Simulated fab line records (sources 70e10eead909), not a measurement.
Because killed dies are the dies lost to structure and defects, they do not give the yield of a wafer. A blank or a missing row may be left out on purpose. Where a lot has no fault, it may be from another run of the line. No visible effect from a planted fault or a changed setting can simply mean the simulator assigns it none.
Struck lot and sound lot, side by side ; flow nandHarc ; 42 steps out of a route of 1302
Sound: wafers L981.3, L981.4, L981.6. Struck: wafer L975.5 (left out: L975.3, L975.4 of the same lot, which were not struck); the cause appears at the end.
At each step with rows: each side's tool, then ch and its chambers, then its first start. Under that, the readings that differ: sound wafers ; struck wafers ; difference of the means ; sigmas: that difference in standard deviations of wafers without a fault.
alike: readings whose means differ by less than 2 such deviations, and words and numbers that are the same on both sides. not compared: withheld readings, readings that some wafer has no value for, bounds like >300 that may hide the same value, and numbers for which the record gives no deviation and whose values overlap.
Wherever a step has rows on one side only, a row that says differs or no value, or a row with sigmas, the two part there. Numbers that don't overlap but have no deviation are shown without sigmas and don't part them. A reading that every wafer of one side lacks parts them only if that side has two wafers or more.

first, 7 steps without rows for these wafers: NHARC_A_M1_STRIP_19 (strips in post etch residue remover, time 600 s); NHARC_A_M1_DEGAS_29 (time 60 s); NHARC_A_M1_PRE_CLEAN_30 (time 30 s); NHARC_A_M1_PVD_20 (deposits TaN, target thk 5 nm, time 8.06 s); NHARC_A_M1_PVD_21 (deposits Cu, target thk 30 nm, time 20.49 s); NHARC_A_M1_ECD_22 (material Cu, target thk 400 nm); NHARC_A_M1_ANNEAL_31 (time 90 s).
NHARC_A_M1_CMP_23: polishes, t overpolish 20 s, target thk 154.34 nm.
  sound on cmp-02 ch 0,1, day 30 19:25; struck on cmp-01 ch 3, day 27 19:58
reading;sound;struck;difference;sigmas
motorCurrentA (A);13.2 13.5 13.8;10.5;-3.0;-2
  alike: edgeZonePressureFrac, timeToEndpointS
NHARC_A_M1_THK_MEAS_24: measures by xrf.
  sound: filmMetro-02 at day 30 19:41; struck: filmMetro-02 at day 27 20:13
  alike: thkNm
next, for these wafers, 1 step has no rows: NHARC_A_M1_SRD_25.
NHARC_A_M1_INSPECT_27:
  sound: defectInspect-01 at day 30 19:51; struck: defectInspect-02 at day 27 20:23
reading;sound;struck;difference;sigmas
rawDefectCount;748 811 500;429;-257;-2
NHARC_A_M1_PRE_CLEAN_32: time 12 s.
  sound on pecvd-03 ch 0,1,2, day 30 19:56; struck on pecvd-04 ch 0, day 27 20:28
  alike: heaterPowerW, susceptorTempC
then, 1 step without rows for these wafers: NHARC_A_M1_DEP_33 (deposits SiCN, target thk 30 nm).
NHARC_A_BONDPAD_DEP_00: deposits SiCN, target thk 250 nm.
  sound on pecvd-02 ch 1,2, day 30 20:33; struck on pecvd-01 ch 0, day 27 21:04
  alike: heaterPowerW, susceptorTempC
then, 1 step without rows for these wafers: NHARC_A_BONDPAD_CMP_29 (polishes SiCN, target thk 200 nm).
NHARC_A_BONDPAD_THK_MEAS_30: measures by ellipsometry.
  sound: filmMetro-01 at day 30 21:12; struck: filmMetro-02 at day 27 21:44
  alike: thkNm
then, 10 steps without rows for these wafers: NHARC_A_BONDPAD_SRD_31; NHARC_A_BONDPAD_DEHYDRATE_01 (time 120 s); NHARC_A_BONDPAD_HMDS_02 (time 30 s); NHARC_A_BONDPAD_COAT_33 (time 65 s); NHARC_A_BONDPAD_COAT_03 (resist thk 600 nm); NHARC_A_BONDPAD_SOFTBAKE_04 (time 70 s); NHARC_A_BONDPAD_EBR_05; NHARC_A_BONDPAD_EXPOSE_06 (exposes mask A BPAD); NHARC_A_BONDPAD_PEB_07 (peb time 80 s); NHARC_A_BONDPAD_DEVELOP_08 (time 50 s).
NHARC_A_BONDPAD_CD_MEAS_09 targets a cd of 500 nm.
  sound on cdSem-02 ch 0, day 30 21:46; struck on cdSem-03 ch 0, day 27 22:10
  alike: cdNm
NHARC_A_BONDPAD_OVL_MEAS_35:
  sound: overlay-02 at day 30 21:51; struck: overlay-01 at day 27 22:16
  alike: overlayXNm, overlayYNm
then, 4 steps without rows for these wafers: NHARC_A_BONDPAD_HARDBAKE_10 (time 65 s); NHARC_A_BONDPAD_DESCUM_11 (chemistry O2, time 3 s); NHARC_A_BONDPAD_ETCH_34 (etches the open film in N2/H2, target depth 60 nm, overetch 18 nm, time 65.91 s); NHARC_A_BONDPAD_ETCH_12 (etches the open film in CHF3/O2, target depth 220 nm, time 110 s).
NHARC_A_BONDPAD_CD_MEAS_13:
  sound: cdSem-03 at day 30 22:19; struck: cdSem-01 at day 27 22:42
  alike: cdNm
then, 1 step without rows for these wafers: NHARC_A_BONDPAD_STRIP_15 (strips in O2).
NHARC_A_BONDPAD_ETCH_24: etches the open film in CF4/N2, target depth 30 nm, time 72.99 s.
  sound: rieDiel-13 ch 0,1,3; struck: rieDiel-13 ch 0
reading;sound;struck;difference;sigmas
mfcArSccm (sccm);150.9 149.9 149.2;149.1;-0.9;-2
throttleValvePct (%);19.791 19.791 19.800;19.819;+0.025;+3
  alike: drypumpMotorCurrentA, oesProductAu, rfVppV, showerheadPlenumPTorr
  not compared: rfHoursCounterH
then, 1 step without rows for these wafers: NHARC_A_BONDPAD_STRIP_16 (strips in post etch residue remover, time 600 s).
NHARC_A_BONDPAD_DEGAS_25: time 60 s.
  sound: pvdSputter-03 at day 30 22:56; struck: pvdSputter-03 at day 27 23:19
  alike: heaterPowerW, susceptorTempC
then, 1 step without rows for these wafers: NHARC_A_BONDPAD_PRE_CLEAN_26 (time 30 s).
NHARC_A_BONDPAD_PVD_17: deposits TaN, target thk 5 nm, time 8.06 s.
  sound on pvdSputter-03; struck on pvdSputter-03
  alike: chamberPressurePa, throttleValvePct
then, 2 steps without rows for these wafers: NHARC_A_BONDPAD_PVD_27 (deposits Cu, target thk 30 nm, time 20.49 s); NHARC_A_BONDPAD_ECD_18 (material Cu, target thk 400 nm).
NHARC_END_SORT_01:
  sound on prober-01 ch 0, day 32 06:17; struck on prober-01 ch 0, day 29 08:45
reading;sound;struck;difference;sigmas
defectLimitedYield (%);89 89 88;76;-13;-4
killedAtArray;71 68 82;151;+77;+4
killedAtPeriphery;0 1 0;8;+8;+3
killedDies;72 73 83;160;+84;+4
  alike: killedAtOther, killedOpen, killedShort

WHERE THEY PART
Last at NHARC_END_SORT_01 as far as this record goes, first at NHARC_A_M1_CMP_23.

WHY: whatever the simulator had introduced
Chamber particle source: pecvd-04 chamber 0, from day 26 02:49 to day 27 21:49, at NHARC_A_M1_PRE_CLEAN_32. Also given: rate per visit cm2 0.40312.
